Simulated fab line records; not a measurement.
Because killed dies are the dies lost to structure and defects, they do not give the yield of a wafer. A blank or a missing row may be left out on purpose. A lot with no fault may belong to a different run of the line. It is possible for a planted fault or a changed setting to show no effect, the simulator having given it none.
2 desks, one fault    flow n5Finfet    numbers are kept per desk, each desk with only its own; the story behind them comes last

THE METROLOGY DESK
What the gauges read, lot by lot, whatever tool the lot ran on: means of the sampled wafers that have a number. A lot is out of limits, marked OUT, if its mean lies more than 4 standard deviations from the usual mean; the brackets give that distance.
Columns: A = cdNm at N5_PASSIVATION_CD_MEAS_10, usual 3000.8 nm
lot   first seen here  A
L961  day 11 06:41     2999.5
L965  day 12 06:40     3000.2
L964  day 12 06:46     3000.3
L963  day 12 07:14     3000.9
L971  day 14 13:38     2999.6
L973  day 15 08:45     3001.7
L978  day 16 01:53     2998.1
L981  day 16 08:17     3001.9
L982  day 16 21:49     3003.9
L983  day 16 23:40     3001.1
L984  day 17 17:17     3000.2
Result from this desk: across the 11 lots, nothing is out of limits.

TOOL OWNER'S DESK, rieDiel-05
The tool's own readings at N5_MIM_BOT_ETCH_STRIP_01 (strips in O2): means of the sampled wafers that have a number, for each lot that ran on this tool. A lot is out of limits, marked OUT, if its mean lies more than 4 standard deviations from the usual mean; the brackets give that distance.
Columns: A = chamberPressureMTorr at N5_MIM_BOT_ETCH_STRIP_01, usual 30.01 mTorr; B = drypumpMotorCurrentA at N5_MIM_BOT_ETCH_STRIP_01, usual 6.0 A; C = oesProductAu at N5_MIM_BOT_ETCH_STRIP_01, usual 0.81 a.u.; D = rfVppV at N5_MIM_BOT_ETCH_STRIP_01, usual 3.7 V; E = showerheadPlenumPTorr at N5_MIM_BOT_ETCH_STRIP_01, usual 2.13 Torr; F = throttleValvePct at N5_MIM_BOT_ETCH_STRIP_01, usual 16.6 %
lot   first seen here  A                B    C     D    E     F
L961  day 11 05:29     29.99            6.3  0.76  3.9  2.07  16.7
L971  day 14 11:42     32.98 (+37) OUT  6.3  0.74  3.7  2.06  16.7
L973  day 15 05:57     32.98 (+37) OUT  5.9  0.74  4.3  2.09  16.8
L984  day 17 15:25     30.11            6.2  0.77  4.1  2.07  16.6
This desk's finding: out of limits on L971, L973; first on L971, day 14 11:42 (chamberPressureMTorr at N5_MIM_BOT_ETCH_STRIP_01). Within limits: L961, L984.

ALL TOGETHER
The tool owner's desk could have raised an alarm at day 14 11:42, on L971, L973.
The metrology desk saw nothing out of limits.
The metrology desk has L971, L973 on record, within its limits.
All the named lots went through N5_MIM_BOT_ETCH_STRIP_01 on rieDiel-05.

WHAT WAS PUT IN BY THE SIMULATOR
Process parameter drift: rieDiel-05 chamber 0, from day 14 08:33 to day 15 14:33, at N5_MIM_BOT_ETCH_STRIP_01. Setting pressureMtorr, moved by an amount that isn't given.
Lots struck among those shown: L971, L973.
Delay in hours, fault start to first out-of-limits reading, by desk: the tool owner's desk at 3.
